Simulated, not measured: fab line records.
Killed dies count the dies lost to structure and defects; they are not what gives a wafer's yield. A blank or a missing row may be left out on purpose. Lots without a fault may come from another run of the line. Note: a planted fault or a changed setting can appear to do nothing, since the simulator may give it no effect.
Matching of chambers | flow nand harc | pecvd-04 running NHARC_A_STAIRCASE_DEP_322: 3 sister chambers
The step deposits SiO2, target thk 3800 nm. 16 wafers are shown with their chamber, then 8 later ones without.

WAFERS PAIRED WITH THEIR CHAMBERS
wafer  | chamber | heater power w (W)
L078.1 | 2       | 734
L078.2 | 1       | 702
L078.6 | 1       | 581
L076.3 | 1       | 723
L076.4 | 1       | 587
L076.5 | 0       | 520
L081.2 | 0       | 585
L081.3 | 1       | 571
L081.5 | 0       | 503
L079.2 | 1       | 600
L079.4 | 2       | 585
L079.6 | 0       | 514
L083.1 | 1       | 623
L083.3 | 2       | 640
L083.5 | 1       | 555
L086.2 | 0       | 575

SIGNATURES, as means of the wafers listed above
reading        | chamber 0 | chamber 1 | chamber 2 | scatter within a chamber
heater power w | 539.40    | 617.75    | 653.00    | 58.2
Rule: a wafer's distance from a chamber is the root of the sum, over the readings, of the square of ((its reading less the chamber's mean) divided by the reading's scatter). If the next closest chamber is less than 2 further off than the closest, the wafer can't be placed; otherwise it belongs to the closest. The scatter: the root of (the sum of the squares of (reading less its chamber's mean) over the shown wafers, divided by (wafers less chambers)).

WAFERS WHOSE CHAMBER IS MISSING
wafer  | heater power w (W)
L086.4 | 575
L086.5 | 508
L085.1 | 685
L085.3 | 659
L085.5 | 561
L089.1 | 567
L089.5 | 507
L089.6 | 600

EACH ONE'S CHAMBER
wafer  | from the rows above          | in truth
L086.4 | can't be placed: 0 or 1 or 2 | 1
L086.5 | can't be placed: 0 or 1 or 2 | 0
L085.1 | can't be placed: 2 or 1 or 0 | 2
L085.3 | can't be placed: 2 or 1 or 0 | 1
L085.5 | can't be placed: 0 or 1 or 2 | 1
L089.1 | can't be placed: 0 or 1 or 2 | 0
L089.5 | can't be placed: 0 or 1 or 2 | 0
L089.6 | can't be placed: 1 or 2 or 0 | 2
Placed correctly: 0 of 8. Not placeable from these rows: 8 (in 8, the candidates include the true chamber). Placed wrongly: 0.
